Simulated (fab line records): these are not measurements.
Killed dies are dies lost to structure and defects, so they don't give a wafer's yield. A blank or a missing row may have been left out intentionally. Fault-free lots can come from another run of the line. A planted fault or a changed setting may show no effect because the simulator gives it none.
Split-lot experiment || flow n5Finfet || 21 wafers read across 7 lots, on a route 1938 steps long

## ON THE SPLIT
At N5_MOL_CONTACT_COAG_CONTACT_ETCH_14 (etches SiO2 in C4F6/O2, target depth 27.5 nm, overetch 8.5 nm, time 20 s), the setting sourceW was moved away from the recipe's 370 W on 10 of the 21 wafers read, by -14.1% to +15.8%. This setting was run at the recipe's value on the other wafers.

The reading comes from the split's own step.

## THE READING
rfVppV, in V, at N5_MOL_CONTACT_COAG_CONTACT_ETCH_14 (etches SiO2 in C4F6/O2, target depth 27.5 nm, overetch 8.5 nm, time 20 s). Fault-free wafers of this fab line usually give 693 V, standard deviation 3.4 V.

{"wafer": "L080.1", "tool, chamber at the split": "rieDiel-04, 1", "sourceW as run, W": 370, "against the recipe": "recipe", "rfVppV, V": 695, "against lot-mates on the recipe": "-"}
{"wafer": "L080.3", "tool, chamber at the split": "rieDiel-04, 0", "sourceW as run, W": 370, "against the recipe": "recipe", "rfVppV, V": 697, "against lot-mates on the recipe": "-"}
{"wafer": "L080.6", "tool, chamber at the split": "rieDiel-04, 0", "sourceW as run, W": 370, "against the recipe": "recipe", "rfVppV, V": 696, "against lot-mates on the recipe": "-"}
{"wafer": "L083.2", "tool, chamber at the split": "rieDiel-04, 3", "sourceW as run, W": 428.5, "against the recipe": "+15.8%", "rfVppV, V": 667, "against lot-mates on the recipe": -24}
{"wafer": "L083.4", "tool, chamber at the split": "rieDiel-04, 2", "sourceW as run, W": 370, "against the recipe": "recipe", "rfVppV, V": 692, "against lot-mates on the recipe": "-"}
{"wafer": "L083.6", "tool, chamber at the split": "rieDiel-04, 2", "sourceW as run, W": 370, "against the recipe": "recipe", "rfVppV, V": 691, "against lot-mates on the recipe": "-"}
{"wafer": "L084.1", "tool, chamber at the split": "rieDiel-05, 0", "sourceW as run, W": 370, "against the recipe": "recipe", "rfVppV, V": 686, "against lot-mates on the recipe": "-"}
{"wafer": "L084.3", "tool, chamber at the split": "rieDiel-05, 2", "sourceW as run, W": 323.3, "against the recipe": "-12.6%", "rfVppV, V": 729, "against lot-mates on the recipe": "+43"}
{"wafer": "L084.6", "tool, chamber at the split": "rieDiel-05, 2", "sourceW as run, W": 323.3, "against the recipe": "-12.6%", "rfVppV, V": 727, "against lot-mates on the recipe": "+41"}
{"wafer": "L086.1", "tool, chamber at the split": "rieDiel-04, 1", "sourceW as run, W": 370, "against the recipe": "recipe", "rfVppV, V": 695, "against lot-mates on the recipe": "-"}
{"wafer": "L086.4", "tool, chamber at the split": "rieDiel-04, 3", "sourceW as run, W": 390.8, "against the recipe": "+5.6%", "rfVppV, V": 685, "against lot-mates on the recipe": -10}
{"wafer": "L086.6", "tool, chamber at the split": "rieDiel-04, 0", "sourceW as run, W": 390.8, "against the recipe": "+5.6%", "rfVppV, V": 685, "against lot-mates on the recipe": -10}
{"wafer": "L090.1", "tool, chamber at the split": "rieDiel-06, 3", "sourceW as run, W": 317.8, "against the recipe": "-14.1%", "rfVppV, V": 735, "against lot-mates on the recipe": "+37"}
{"wafer": "L090.3", "tool, chamber at the split": "rieDiel-06, 2", "sourceW as run, W": 370, "against the recipe": "recipe", "rfVppV, V": 698, "against lot-mates on the recipe": "-"}
{"wafer": "L090.5", "tool, chamber at the split": "rieDiel-06, 2", "sourceW as run, W": 317.8, "against the recipe": "-14.1%", "rfVppV, V": 736, "against lot-mates on the recipe": "+38"}
{"wafer": "L093.2", "tool, chamber at the split": "rieDiel-04, 2", "sourceW as run, W": 370, "against the recipe": "recipe", "rfVppV, V": 693, "against lot-mates on the recipe": "-"}
{"wafer": "L093.3", "tool, chamber at the split": "rieDiel-04, 1", "sourceW as run, W": 419.3, "against the recipe": "+13.3%", "rfVppV, V": 659, "against lot-mates on the recipe": -34}
{"wafer": "L093.5", "tool, chamber at the split": "rieDiel-04, 2", "sourceW as run, W": 419.3, "against the recipe": "+13.3%", "rfVppV, V": 677, "against lot-mates on the recipe": -16}
{"wafer": "L097.2", "tool, chamber at the split": "rieDiel-04, 0", "sourceW as run, W": 370, "against the recipe": "recipe", "rfVppV, V": 697, "against lot-mates on the recipe": "-"}
{"wafer": "L097.3", "tool, chamber at the split": "rieDiel-04, 2", "sourceW as run, W": 404.1, "against the recipe": "+9.2%", "rfVppV, V": 684, "against lot-mates on the recipe": -9}
{"wafer": "L097.5", "tool, chamber at the split": "rieDiel-04, 3", "sourceW as run, W": 370, "against the recipe": "recipe", "rfVppV, V": 689, "against lot-mates on the recipe": "-"}

FIT RESULTS
A straight line over all 21 wafers: rfVppV changes by -2.29 V for each +1% of sourceW; r = -0.96; the points scatter about the line by 5.8 V.
The same after taking each lot's own level away (the mean of its wafers on the recipe; 21 wafers): -2.31 V for each +1%; r = -0.96; scatter 5.9 V.
That fit puts the effect of the largest move of sourceW on the reading at 37 V.
The span of the lots' own levels, 686.0 to 698.0 V, comes to 3.5 times the standard deviation stated above.
Consequently the slope shifts little with the lot-to-lot level, the two slopes agreeing.
Check: with one of the wafers moved furthest among these (+15.8%) left out of the fit, the line predicts -35.1 V for it against its lot-mates. Against them it came out at -24.5 V.
Tool readings at the split's step, against how far the setting was moved: rfVppV r = -0.96.

## THE FILE'S OWN FIT
rfVppV changes by -2.11 V for each +1% of sourceW, r = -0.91.
